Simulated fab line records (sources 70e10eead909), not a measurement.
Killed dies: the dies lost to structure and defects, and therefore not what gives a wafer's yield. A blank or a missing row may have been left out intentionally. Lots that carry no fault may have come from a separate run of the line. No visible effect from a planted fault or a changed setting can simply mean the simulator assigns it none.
fab line records -- flow nandHarc -- part 1 of 2: steps 1 to 21 of 29
[record] lots = 5, wafers = 15, lastDay = 30
route steps=1302 shown A_STAIRCASE@808
lots with no fault: from the same line, run without faults
startH: start of the lot's first displayed wafer, in hours after the record's first day -- waitH: how many hours have passed since the lot's step before this one -- " the same as in the row above -- L1.1+2: several wafers, shown together as one row -- - no value, or no start was given -- * or withheld: withheld -- < > ~ a bound
route shown NAME@n: names a module that has steps shown in the file, with the first one's number in the route -- usual: average and standard deviation across the fault-free wafers -- same: alike in all rows -- chamber/n: place in a boat -- sites: each site's reading -- _std_site: how widely they spread, as a standard deviation -- _edge_site: outer sites' mean less inner sites' -- radiusMm: for every site, how far away it sits from the centre of the wafer -- mask NAME#n: copy n -- behind: the most recent tool/chamber to have shaped the wafer -- hold: the reason the lot was held/the length of the hold in hours/how it ended -- device: names the non-switching transistor (n, p or np) -- end of line: at the end of the route, the tests of the same wafers -- step lacking rows: just its recipe -- killed: count of dies lost to structure and defects at first sort (not the wafer's yield) -- map: the dies of a wafer, with x for killed, . for not killed, _ for no die there
set.NAME: the setting the step ran with; set.NAME@STEP: the setting that earlier step ran with -- model.NAME: the simulator's own value behind a step, which no gauge read
certain route steps with their lots: each step a table, each wafer a row
services: the hour from which a tool's chamber was out of use, counted from the record's first day as startH (under 0 if before that day), plus the number of hours and why
[[steps]]
[step NHARC_A_STAIRCASE_ETCH_292]
[recipe] cf4FlowSccm = 100, chf3FlowSccm = 30, arFlowSccm = 0, rfW = 500, biasW = 200, chemistry = CF4/CHF3
[usual] drypumpMotorCurrentA = 5.8/0.46, oesProductAu = 0.939/0.02, rfVppV = 370.4/2.7, showerheadPlenumPTorr = 1.57/0.078, throttleValvePct = 16.802/0.0094
lot.wafer,tool,chamber,startH,waitH,drypumpMotorCurrentA,oesProductAu,rfHoursCounterH,rfVppV,showerheadPlenumPTorr,throttleValvePct
L074.4,rieDiel-12,0,371.11,0.1,5.7,0.956,29,372.0,1.63,16.795
L074.1,rieDiel-12,3,371.11,0.1,6.2,0.960,30,368.3,1.54,16.794
L074.5,rieDiel-12,1,371.11,0.1,5.4,0.976,-,374.8,1.69,16.799
L083.4,rieDiel-11,3,477.84,0.1,5.4,0.924,14,367.5,1.48,16.801
L083.2,rieDiel-11,1,477.84,0.1,5.4,0.925,13,372.4,1.61,16.810
L083.1,rieDiel-11,2,477.84,0.1,6.4,0.922,15,374.3,1.70,16.801
L086.1,rieDiel-12,2,504.67,0.4,6.3,0.927,13,367.6,1.49,16.786
L086.2,rieDiel-12,3,504.67,0.4,6.2,0.916,15,368.4,1.53,16.808
L086.4,rieDiel-12,3,504.67,0.4,6.3,0.924,-,369.3,1.53,16.807
L088.1,rieDiel-12,2,527.75,0.1,6.3,0.988,22,368.2,1.49,16.799
L088.4,rieDiel-12,3,527.75,0.1,6.3,0.961,25,367.7,1.53,16.811
L088.5,rieDiel-12,2,527.75,0.1,6.3,0.979,-,367.5,1.49,16.798
L089.4,rieDiel-12,2,533.37,0.1,6.3,0.921,22,369.6,1.49,16.801
L089.3,rieDiel-12,3,533.37,0.1,6.3,0.921,25,368.3,1.53,16.800
L089.2,rieDiel-12,0,533.37,0.1,5.7,0.916,27,374.2,1.62,16.805
[step NHARC_A_STAIRCASE_HM_OPEN_460]
[recipe] o2FlowSccm = 400, cosFlowSccm = 20, arFlowSccm = 0, rfW = 500, biasW = 300, chemistry = O2/COS
[usual] drypumpMotorCurrentA = 5.8/0.48, o2FlowSccm = 399.9/1.3, oesProductAu = 1.000/0.0066, rfVppV = 467/3.5, showerheadPlenumPTorr = 3.12/0.16, throttleValvePct = 28.330/0.0095
lot.wafer,tool,chamber,startH,waitH,drypumpMotorCurrentA,o2FlowSccm,oesProductAu,rfHoursCounterH,rfVppV,showerheadPlenumPTorr,throttleValvePct
L074.1,rieDiel-12,3,-,-,6.3,401.4,0.977,30,467,3.06,28.332
L074.4,rieDiel-12,0,-,-,5.7,398.5,0.985,29,470,3.24,28.325
L074.5,rieDiel-12,0,-,-,5.7,398.5,0.989,-,469,3.24,28.329
L083.2,rieDiel-11,3,-,-,5.4,401.4,1.005,14,463,2.94,28.334
L083.1,rieDiel-11,0,-,-,5.6,398.4,0.992,12,466,3.06,28.318
L083.4,rieDiel-11,2,-,-,6.4,399.3,0.994,15,472,3.36,28.328
L086.1,rieDiel-12,0,-,-,5.7,400.3,1.002,17,471,3.22,28.315
L086.2,rieDiel-12,2,-,-,6.3,400.3,0.992,13,464,2.96,28.347
L086.4,rieDiel-12,3,-,-,6.3,400.9,0.993,-,465,3.04,28.331
L088.1,rieDiel-12,2,-,-,6.3,399.5,1.000,22,463,2.95,28.323
L088.4,rieDiel-12,3,-,-,6.3,398.9,1.000,25,467,3.04,28.341
L088.5,rieDiel-12,0,-,-,5.7,402.5,1.002,-,470,3.22,28.341
L089.3,rieDiel-12,1,-,-,5.4,398.9,1.000,19,471,3.33,28.338
L089.4,rieDiel-12,2,-,-,6.3,403.0,1.000,23,463,2.95,28.309
L089.2,rieDiel-12,3,-,-,6.3,398.9,0.989,25,466,3.04,28.345
[step NHARC_A_STAIRCASE_STRIP_461]
[recipe] o2FlowSccm = 400, cosFlowSccm = 20, arFlowSccm = 0, biasW = 0, chemistry = O2/COS
lot.wafer,tool,chamber,startH,waitH
L074.1+4+5,rieDiel-12,"3,0,1",-,-
L083.4+2+1,rieDiel-11,"2,3,0",-,-
L086.2+1+4,rieDiel-12,"2,0,2",-,-
L088.4+1+5,rieDiel-12,"1,3,1",-,-
L089.4+3+2,rieDiel-12,"2,0,1",-,-
[step NHARC_A_STAIRCASE_ETCH_452]
[recipe] targetDepthA = 300, overetchA = 30, timeS = 16.5, ionEnergyEv = 100, cf4FlowSccm = 80, o2FlowSccm = 20, arFlowSccm = 0, rfW = 300, biasW = 100, chemistry = CF4/O2
[usual] drypumpMotorCurrentA = 5.8/0.47, o2FlowSccm = 20.00/0.071, oesProductAu = 1.000/0.0074, rfVppV = 197.8/1.7, showerheadPlenumPTorr = 1.33/0.071, throttleValvePct = 13.396/0.01
lot.wafer,tool,chamber,startH,waitH,drypumpMotorCurrentA,o2FlowSccm,oesProductAu,rfHoursCounterH,rfVppV,showerheadPlenumPTorr,throttleValvePct
L074.4,rieDiel-12,2,-,-,6.3,19.98,0.989,32,197.4,1.27,13.415
L074.1,rieDiel-12,0,-,-,5.7,19.99,1.003,29,199.3,1.39,13.405
L074.5,rieDiel-12,2,-,-,6.3,20.00,1.007,-,196.5,1.27,13.404
L083.4,rieDiel-11,2,-,-,6.4,20.08,1.001,15,199.3,1.44,13.384
L083.1,rieDiel-11,3,-,-,5.3,20.02,1.007,14,195.8,1.25,13.403
L083.2,rieDiel-11,0,-,-,5.5,19.92,1.008,12,196.1,1.31,13.388
L086.2,rieDiel-12,3,-,-,6.3,19.99,0.995,16,197.9,1.30,13.389
L086.1,rieDiel-12,0,-,-,5.7,20.04,1.015,17,198.4,1.38,13.404
L086.4,rieDiel-12,0,-,-,5.7,19.95,1.005,-,199.0,1.38,13.395
L088.4,rieDiel-12,2,-,-,6.3,20.06,0.998,22,195.2,1.26,13.399
L088.1,rieDiel-12,0,-,-,5.7,20.07,0.995,26,198.5,1.38,13.398
L088.5,rieDiel-12,2,-,-,6.3,20.07,0.999,-,196.0,1.26,13.377
L089.4,rieDiel-12,0,-,-,5.7,20.03,1.002,27,200.6,1.38,13.401
L089.3,rieDiel-12,1,-,-,5.4,19.96,0.988,19,198.6,1.43,13.387
L089.2,rieDiel-12,3,-,-,6.2,20.15,0.984,25,197.2,1.30,13.377
[step NHARC_A_STAIRCASE_ETCH_294]
[recipe] targetDepthA = 49890, timeS = 1211.6, ionEnergyEv = 800, c4f8FlowSccm = 80, o2FlowSccm = 60, arFlowSccm = withheld, rfW = 600, biasW = 3000, chemistry = C4F8/O2/Ar
[usual] oesProductAu = 0.934/0.0089, rfVppV = 1826/13
lot.wafer,tool,chamber,startH,waitH,oesProductAu,rfHoursCounterH,rfVppV
L074.4,rieDiel-12,0,-,-,0.934,29,1839
L074.1,rieDiel-12,1,-,-,0.934,32,1846
L074.5,rieDiel-12,0,-,-,0.935,-,1836
L083.2,rieDiel-11,1,-,-,0.933,14,1834
L083.1,rieDiel-11,3,-,-,0.934,14,1812
L083.4,rieDiel-11,0,-,-,0.933,12,1822
L086.1,rieDiel-12,2,-,-,0.918,14,1811
L086.2,rieDiel-12,3,-,-,0.918,16,1820
L086.4,rieDiel-12,2,-,-,0.920,-,1811
L088.1,rieDiel-12,1,-,-,0.927,18,1843
L088.4,rieDiel-12,3,-,-,0.946,25,1821
L088.5,rieDiel-12,0,-,-,0.933,-,1834
L089.4,rieDiel-12,0,-,-,0.924,27,1835
L089.3,rieDiel-12,1,-,-,0.916,19,1845
L089.2,rieDiel-12,3,-,-,0.925,25,1820
[step NHARC_A_STAIRCASE_STRIP_295]
[recipe] o2FlowSccm = 500, arFlowSccm = 0, biasW = 0, chemistry = O2
[usual] drypumpMotorCurrentA = 5.8/0.47, o2FlowSccm = 500.1/1.4, oesProductAu = 0.999/0.0073, rfVppV = 57.9/0.84, showerheadPlenumPTorr = 3.52/0.18, throttleValvePct = 17.037/0.0094
lot.wafer,tool,chamber,startH,waitH,drypumpMotorCurrentA,o2FlowSccm,oesProductAu,rfHoursCounterH,rfVppV,showerheadPlenumPTorr,throttleValvePct
L074.4,rieDiel-12,3,-,-,6.3,500.4,0.989,30,57.5,3.46,17.050
L074.1,rieDiel-12,2,-,-,6.3,498.7,0.993,33,57.3,3.37,17.025
L074.5,rieDiel-12,3,-,-,6.3,498.7,0.988,-,56.8,3.46,17.047
L083.1,rieDiel-11,2,-,-,6.4,500.7,0.989,16,59.0,3.80,17.046
L083.2,rieDiel-11,3,-,-,5.4,499.3,1.000,14,56.9,3.33,17.029
L083.4,rieDiel-11,0,-,-,5.5,499.8,1.001,12,58.4,3.46,17.022
L086.4,rieDiel-12,0,-,-,5.7,499.8,0.999,18,57.8,3.64,17.028
L086.2,rieDiel-12,1,-,-,5.4,500.7,0.998,11,59.1,3.77,17.037
L086.1,rieDiel-12,3,-,-,6.3,500.3,0.990,17,57.4,3.44,17.049
L088.4,rieDiel-12,0,-,-,5.7,501.0,0.995,27,58.6,3.63,17.043
L088.1,rieDiel-12,3,-,-,6.2,498.8,0.998,25,58.4,3.44,17.044
L088.5,rieDiel-12,1,-,-,5.4,501.6,0.988,-,58.0,3.76,17.034
L089.4,rieDiel-12,0,-,-,5.7,498.9,0.995,28,58.1,3.63,17.018
L089.3,rieDiel-12,2,-,-,6.3,499.1,0.989,23,58.6,3.34,17.034
L089.2,rieDiel-12,3,-,-,6.3,503.6,0.988,26,57.8,3.44,17.045
[step NHARC_A_STAIRCASE_STRIP_296]
[recipe] timeS = 900, tempC = 130, chemistry = SPM
lot.wafer,tool,chamber,startH,waitH
L074.4+1+5,wetBench-02,"7,0,1",372.79,-
L083.2+1+4,wetBench-06,"0,2,3",479.49,-
L086.1+4+2,wetBench-06,"6,1,2",507.64,-
L088.5+4+1,wetBench-02,"2,3,4",529.40,-
L089.2+4+3,wetBench-01,"4,5,6",535.02,-
[step NHARC_A_STAIRCASE_PRECLEAN_297]
[recipe] timeS = *, tempC = 50, bathAgeMin = 0, chemistry = SC1
lot.wafer,tool,chamber,startH,waitH
L074.4+1+5,wetBench-02,"7,0,1",-,-
L083.2+1+4,wetBench-06,"0,2,3",-,-
L086.1+4+2,wetBench-06,"6,1,2",-,-
L088.5+4+1,wetBench-02,"2,3,4",-,-
L089.2+4+3,wetBench-01,"4,5,6",-,-
[step NHARC_A_STAIRCASE_SRD_298]
lot.wafer,tool,chamber,startH,waitH
L074.4+1+5,wetBench-02,"7,0,1",-,-
L083.2+1+4,wetBench-06,"0,2,3",-,-
L086.1+4+2,wetBench-06,"6,1,2",-,-
L088.5+4+1,wetBench-02,"2,3,4",-,-
L089.2+4+3,wetBench-01,"4,5,6",-,-
[step NHARC_A_STAIRCASE_HM_DEP_462]
[recipe] targetThkA = 8000, tempC = 400, material = aC
[usual] throttleValvePct = 34.999/0.0096
lot.wafer,tool,chamber,startH,waitH,throttleValvePct
L074.1,aclDep-03,0,374.24,1.0,34.995
L074.4,aclDep-03,0,374.24,1.0,34.989
L074.5,aclDep-03,0,374.24,1.0,34.998
L083.1,aclDep-03,0,481.11,1.2,34.991
L083.2,aclDep-03,0,481.11,1.2,34.985
L083.4,aclDep-03,0,481.11,1.2,34.999
L086.1,aclDep-02,0,508.16,0.1,34.994
L086.2,aclDep-02,0,508.16,0.1,35.001
L086.4,aclDep-02,0,508.16,0.1,34.997
L088.1,aclDep-02,0,532.88,3.0,35.004
L088.4,aclDep-02,0,532.88,3.0,35.008
L088.5,aclDep-02,0,532.88,3.0,34.988
L089.2,aclDep-01,0,536.95,1.5,34.990
L089.3,aclDep-01,0,536.95,1.5,35.000
L089.4,aclDep-01,0,536.95,1.5,35.001
[step NHARC_A_STAIRCASE_DEP_301]
[recipe] targetThkA = 300, targetThkNm = 30, tempC = 400, pressureTorr = 3.5, flowSccm = 200, rfW = 350, material = SiON
[usual] heaterPowerW = 715/83
lot.wafer,tool,chamber,startH,waitH,heaterPowerW
L074.1,pecvd-04,0,376.33,1.8,737
L074.5,pecvd-04,1,376.33,1.8,634
L074.4,pecvd-04,0,376.33,1.8,740
L083.1,pecvd-04,0,482.97,1.6,689
L083.2,pecvd-04,1,482.97,1.6,597
L083.4,pecvd-04,0,482.97,1.6,691
L086.1,pecvd-02,0,510.04,1.6,781
L086.2,pecvd-02,1,510.04,1.6,730
L086.4,pecvd-02,1,510.04,1.6,741
L088.1,pecvd-02,2,534.71,1.5,923
L088.5,pecvd-02,2,534.71,1.5,931
L088.4,pecvd-02,0,534.71,1.5,759
L089.2,pecvd-02,2,538.55,1.3,834
L089.3,pecvd-02,0,538.55,1.3,774
L089.4,pecvd-02,2,538.55,1.3,829
[step NHARC_A_STAIRCASE_DEHYDRATE_302]
[recipe] tempC = 150, timeS = 120
[usual] exhaustPa = 45.0/0.93
lot.wafer,tool,chamber,startH,waitH,exhaustPa
L074.1,lithoTrack-03,0,376.55,0.2,43.5
L074.4,lithoTrack-03,0,376.55,0.2,44.5
L074.5,lithoTrack-03,0,376.55,0.2,43.8
L083.1,lithoTrack-07,0,483.22,0.2,46.1
L083.2,lithoTrack-07,0,483.22,0.2,46.1
L083.4,lithoTrack-07,0,483.22,0.2,45.5
L086.1,lithoTrack-07,0,510.31,0.2,46.4
L086.2,lithoTrack-07,0,510.31,0.2,46.4
L086.4,lithoTrack-07,0,510.31,0.2,46.2
L088.1,lithoTrack-07,0,535.01,0.3,44.9
L088.4,lithoTrack-07,0,535.01,0.3,44.4
L088.5,lithoTrack-07,0,535.01,0.3,44.5
L089.2,lithoTrack-02,0,538.79,0.2,45.3
L089.3,lithoTrack-02,0,538.79,0.2,45.5
L089.4,lithoTrack-02,0,538.79,0.2,44.7
[step NHARC_A_STAIRCASE_HMDS_303]
[recipe] timeS = 30
[usual] exhaustPa = 45.2/0.94
lot.wafer,tool,chamber,startH,waitH,exhaustPa
L074.1,lithoTrack-03,0,-,-,45.1
L074.4,lithoTrack-03,0,-,-,46.5
L074.5,lithoTrack-03,0,-,-,46.9
L083.1,lithoTrack-07,0,-,-,44.8
L083.2,lithoTrack-07,0,-,-,45.3
L083.4,lithoTrack-07,0,-,-,45.5
L086.1,lithoTrack-07,0,-,-,45.6
L086.2,lithoTrack-07,0,-,-,45.5
L086.4,lithoTrack-07,0,-,-,45.6
L088.1,lithoTrack-07,0,-,-,46.5
L088.4,lithoTrack-07,0,-,-,44.2
L088.5,lithoTrack-07,0,-,-,44.8
L089.2,lithoTrack-02,0,-,-,43.6
L089.3,lithoTrack-02,0,-,-,43.5
L089.4,lithoTrack-02,0,-,-,44.3
[step NHARC_A_STAIRCASE_COAT_304]
[recipe] spinRpm = 1200
[usual] exhaustPa = 45.0/0.96, spinSpeedRpm = 1200.1/0.89
lot.wafer,tool,chamber,startH,waitH,exhaustPa,spinSpeedRpm
L074.1,lithoTrack-03,0,-,-,44.7,1202.0
L074.4,lithoTrack-03,0,-,-,45.9,1200.3
L074.5,lithoTrack-03,0,-,-,45.9,1200.0
L083.1,lithoTrack-07,0,-,-,45.7,1200.8
L083.2,lithoTrack-07,0,-,-,44.8,1200.0
L083.4,lithoTrack-07,0,-,-,44.2,1200.5
L086.1,lithoTrack-07,0,-,-,46.8,1199.9
L086.2,lithoTrack-07,0,-,-,45.1,1199.5
L086.4,lithoTrack-07,0,-,-,45.2,1200.9
L088.1,lithoTrack-07,0,-,-,45.9,1200.4
L088.4,lithoTrack-07,0,-,-,45.0,1199.3
L088.5,lithoTrack-07,0,-,-,46.2,1200.4
L089.2,lithoTrack-02,0,-,-,45.3,1198.7
L089.3,lithoTrack-02,0,-,-,46.9,1198.8
L089.4,lithoTrack-02,0,-,-,45.8,1200.3
[step NHARC_A_STAIRCASE_SOFTBAKE_305]
[recipe] tempC = 135, timeS = 170
[usual] exhaustPa = 45.1/0.86
lot.wafer,tool,chamber,startH,waitH,exhaustPa
L074.1,lithoTrack-03,0,-,-,44.8
L074.4,lithoTrack-03,0,-,-,46.8
L074.5,lithoTrack-03,0,-,-,44.9
L083.1,lithoTrack-07,0,-,-,45.1
L083.2,lithoTrack-07,0,-,-,45.8
L083.4,lithoTrack-07,0,-,-,46.0
L086.1,lithoTrack-07,0,-,-,44.3
L086.2,lithoTrack-07,0,-,-,44.2
L086.4,lithoTrack-07,0,-,-,44.7
L088.1,lithoTrack-07,0,-,-,44.5
L088.4,lithoTrack-07,0,-,-,43.8
L088.5,lithoTrack-07,0,-,-,44.7
L089.2,lithoTrack-02,0,-,-,44.6
L089.3,lithoTrack-02,0,-,-,45.6
L089.4,lithoTrack-02,0,-,-,45.2
[step NHARC_A_STAIRCASE_EBR_306]
[usual] exhaustPa = 45.0/0.87
lot.wafer,tool,chamber,startH,waitH,exhaustPa
L074.1,lithoTrack-03,0,-,-,45.2
L074.4,lithoTrack-03,0,-,-,44.4
L074.5,lithoTrack-03,0,-,-,44.9
L083.1,lithoTrack-07,0,-,-,46.5
L083.2,lithoTrack-07,0,-,-,46.1
L083.4,lithoTrack-07,0,-,-,44.5
L086.1,lithoTrack-07,0,-,-,45.7
L086.2,lithoTrack-07,0,-,-,45.6
L086.4,lithoTrack-07,0,-,-,46.8
L088.1,lithoTrack-07,0,-,-,45.6
L088.4,lithoTrack-07,0,-,-,44.9
L088.5,lithoTrack-07,0,-,-,44.0
L089.2,lithoTrack-02,0,-,-,44.7
L089.3,lithoTrack-02,0,-,-,45.5
L089.4,lithoTrack-02,0,-,-,45.1
[step NHARC_A_STAIRCASE_EXPOSE_307]
[recipe] na = 0.5, doseMj = 45.72, maskId = CHOP_50
[usual] stageVelMmS = 500.03/0.27
lot.wafer,tool,chamber,startH,waitH,mask,stageVelMmS
L074.1,krfScanner-04,0,376.88,-,CHOP_50#0,500.01
L074.4,krfScanner-04,0,376.88,-,CHOP_50#0,499.83
L074.5,krfScanner-04,0,376.88,-,CHOP_50#0,499.97
L083.1,krfScanner-02,0,483.55,-,CHOP_50#0,500.60
L083.2,krfScanner-02,0,483.55,-,CHOP_50#0,500.11
L083.4,krfScanner-02,0,483.55,-,CHOP_50#0,499.91
L086.1,krfScanner-01,0,510.65,-,CHOP_50#0,499.68
L086.2,krfScanner-01,0,510.65,-,CHOP_50#0,499.92
L086.4,krfScanner-01,0,510.65,-,CHOP_50#0,500.19
L088.1,krfScanner-01,0,535.34,-,CHOP_50#0,500.18
L088.4,krfScanner-01,0,535.34,-,CHOP_50#0,499.99
L088.5,krfScanner-01,0,535.34,-,CHOP_50#0,500.20
L089.2,krfScanner-01,0,539.00,-,CHOP_50#0,500.30
L089.3,krfScanner-01,0,539.00,-,CHOP_50#0,500.41
L089.4,krfScanner-01,0,539.00,-,CHOP_50#0,500.39
[step NHARC_A_STAIRCASE_PEB_308]
[recipe] pebTempC = 115, pebTimeS = 130
[usual] exhaustPa = 45.1/0.82
lot.wafer,tool,chamber,startH,waitH,exhaustPa
L074.1,lithoTrack-03,0,376.95,0.1,47.3
L074.4,lithoTrack-03,0,376.95,0.1,46.3
L074.5,lithoTrack-03,0,376.95,0.1,45.1
L083.1,lithoTrack-07,0,483.61,0.1,45.2
L083.2,lithoTrack-07,0,483.61,0.1,44.9
L083.4,lithoTrack-07,0,483.61,0.1,45.5
L086.1,lithoTrack-07,0,510.71,0.1,44.2
L086.2,lithoTrack-07,0,510.71,0.1,44.6
L086.4,lithoTrack-07,0,510.71,0.1,45.4
L088.1,lithoTrack-07,0,535.41,0.1,46.1
L088.4,lithoTrack-07,0,535.41,0.1,44.5
L088.5,lithoTrack-07,0,535.41,0.1,44.5
L089.2,lithoTrack-02,0,539.07,0.1,43.8
L089.3,lithoTrack-02,0,539.07,0.1,44.7
L089.4,lithoTrack-02,0,539.07,0.1,44.5
[step NHARC_A_STAIRCASE_DEVELOP_309]
[recipe] timeS = 140
[usual] exhaustPa = 45.0/0.8
lot.wafer,tool,chamber,startH,waitH,exhaustPa
L074.1,lithoTrack-03,0,-,-,45.7
L074.4,lithoTrack-03,0,-,-,46.0
L074.5,lithoTrack-03,0,-,-,44.3
L083.1,lithoTrack-07,0,-,-,45.1
L083.2,lithoTrack-07,0,-,-,45.2
L083.4,lithoTrack-07,0,-,-,45.0
L086.1,lithoTrack-07,0,-,-,45.4
L086.2,lithoTrack-07,0,-,-,45.9
L086.4,lithoTrack-07,0,-,-,45.9
L088.1,lithoTrack-07,0,-,-,45.4
L088.4,lithoTrack-07,0,-,-,44.8
L088.5,lithoTrack-07,0,-,-,45.9
L089.2,lithoTrack-02,0,-,-,44.7
L089.3,lithoTrack-02,0,-,-,45.2
L089.4,lithoTrack-02,0,-,-,44.1
[step NHARC_A_STAIRCASE_HARDBAKE_311]
[recipe] tempC = 120, timeS = 140
[usual] exhaustPa = 44.9/0.76
lot.wafer,tool,chamber,startH,waitH,exhaustPa
L074.1,lithoTrack-07,0,377.17,-,44.1
L074.4,lithoTrack-07,0,377.17,-,44.1
L074.5,lithoTrack-07,0,377.17,-,43.9
L083.1,lithoTrack-03,0,483.83,-,44.9
L083.2,lithoTrack-03,0,483.83,-,45.5
L083.4,lithoTrack-03,0,483.83,-,44.5
L086.1,lithoTrack-07,0,510.93,-,44.3
L086.2,lithoTrack-07,0,510.93,-,45.0
L086.4,lithoTrack-07,0,510.93,-,44.8
L088.1,lithoTrack-07,0,535.63,-,45.0
L088.4,lithoTrack-07,0,535.63,-,44.5
L088.5,lithoTrack-07,0,535.63,-,44.1
L089.2,lithoTrack-07,0,539.29,-,44.1
L089.3,lithoTrack-07,0,539.29,-,45.6
L089.4,lithoTrack-07,0,539.29,-,46.0
[step NHARC_A_STAIRCASE_DESCUM_312]
[recipe] timeS = 3, o2FlowSccm = 200, arFlowSccm = 0, biasPowerW = 0, chemistry = O2
[usual] drypumpMotorCurrentA = 5.8/0.46, o2FlowSccm = 200.1/0.58, oesProductAu = 0.999/0.007, rfVppV = 57.8/0.94, showerheadPlenumPTorr = 1.92/0.11, throttleValvePct = 11.311/0.0088
lot.wafer,tool,chamber,startH,waitH,drypumpMotorCurrentA,o2FlowSccm,oesProductAu,rfHoursCounterH,rfVppV,showerheadPlenumPTorr,throttleValvePct
L074.1,rieDiel-11,1,377.26,-,5.4,200.6,1.001,42,58.4,1.97,11.310
L074.4,rieDiel-11,0,377.26,-,5.5,200.3,1.001,36,58.2,1.88,11.304
L074.5,rieDiel-11,1,377.26,-,5.4,199.7,1.004,-,58.3,1.97,11.311
L083.2,rieDiel-08,2,483.92,-,6.3,200.4,1.005,33,57.8,1.90,11.325
L083.1,rieDiel-08,3,483.92,-,5.9,199.9,0.997,32,57.2,1.80,11.312
L083.4,rieDiel-08,1,483.92,-,5.7,200.9,0.997,34,57.3,1.77,11.315
L086.4,rieDiel-11,0,511.02,-,5.5,199.4,1.007,21,58.7,1.87,11.325
L086.2,rieDiel-11,1,511.02,-,5.4,199.4,1.017,24,58.2,1.96,11.308
L086.1,rieDiel-11,3,511.02,-,5.4,200.3,0.998,23,58.0,1.79,11.315
L088.1,rieDiel-08,2,535.72,-,6.3,201.3,1.006,55,56.5,1.90,11.318
L088.4,rieDiel-08,0,535.72,-,4.9,198.6,0.995,-,58.5,2.04,11.299
L088.5,rieDiel-08,1,535.72,-,5.7,200.6,1.004,-,57.9,1.77,11.312
L089.4,rieDiel-12,2,539.38,-,6.3,200.1,0.999,25,57.7,1.80,11.305
L089.2,rieDiel-12,3,539.38,-,6.2,200.6,1.000,28,57.6,1.86,11.308
L089.3,rieDiel-12,0,539.38,-,5.7,200.2,1.009,32,60.4,1.97,11.324
